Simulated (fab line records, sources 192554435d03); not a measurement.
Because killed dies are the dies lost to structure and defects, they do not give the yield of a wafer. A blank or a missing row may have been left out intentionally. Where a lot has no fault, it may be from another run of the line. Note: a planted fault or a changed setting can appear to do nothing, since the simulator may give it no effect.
Chamber matching    flow n5_finfet    4 sister chambers for N5_HKMG_FIN_STRIP_92 on rie_diel-06
The step strips SOC in N2/H2, time 20 s. 16 wafers are shown with their chamber, then 8 later ones without.

## WAFERS PAIRED WITH THEIR CHAMBERS
wafer   chamber  drypump_motor_current_A (A)  showerhead_plenum_p_Torr (Torr)  throttle_valve_pct (%)
L075.3  3        6.7                          3.45                             19.0
L075.4  1        5.1                          3.32                             18.7
L075.6  3        6.7                          3.45                             19.0
L076.1  1        5.1                          3.32                             18.7
L076.3  3        6.6                          3.45                             19.0
L076.5  3        6.6                          3.45                             19.0
L080.3  0        5.0                          3.57                             18.4
L080.4  2        6.5                          3.18                             19.4
L080.6  1        5.1                          3.32                             18.7
L081.3  2        6.5                          3.18                             19.4
L081.4  0        5.0                          3.57                             18.4
L081.5  3        6.7                          3.45                             19.0
L087.1  0        5.0                          3.56                             18.5
L087.4  3        6.7                          3.44                             19.0
L087.5  1        5.1                          3.30                             18.8
L090.2  1        5.1                          3.30                             18.8

SIGNATURES, as means of the wafers listed above
reading                   chamber 0  chamber 1  chamber 2  chamber 3  scatter within a chamber
drypump_motor_current_A   5.000      5.100      6.500      6.667      0.0333
showerhead_plenum_p_Torr  3.5667     3.3120     3.1800     3.4483     0.00725
throttle_valve_pct        18.433     18.740     19.400     19.000     0.0394
Rule: a wafer lies at a distance from a chamber equal to the root of the sum of squares, over the readings, of (its reading less the chamber's mean, divided by the reading's scatter). The wafer belongs to the nearest chamber; if the next one is less than 2 further off, it can't be placed. How the scatter is found: for the shown wafers, subtract from each reading the mean of its chamber, square and add these, divide the total by (wafers less chambers), then take the root.

## WAFERS MISSING THEIR CHAMBER
wafer   drypump_motor_current_A (A)  showerhead_plenum_p_Torr (Torr)  throttle_valve_pct (%)
L090.4  5.2                          3.30                             18.8
L090.5  5.0                          3.56                             18.5
L092.4  5.0                          3.56                             18.5
L092.5  6.6                          3.43                             19.1
L092.6  5.1                          3.30                             18.8
L093.1  6.6                          3.43                             19.1
L093.2  5.1                          3.30                             18.8
L093.6  5.1                          3.30                             18.8

## EACH ONE'S CHAMBER
wafer   from the rows above  in truth
L090.4  1                    1
L090.5  0                    0
L092.4  0                    0
L092.5  3                    3
L092.6  1                    1
L093.1  3                    3
L093.2  1                    1
L093.6  1                    1
Correct placement for 8 of the 8. Number that these rows cannot place: 0. Wrongly placed: 0.
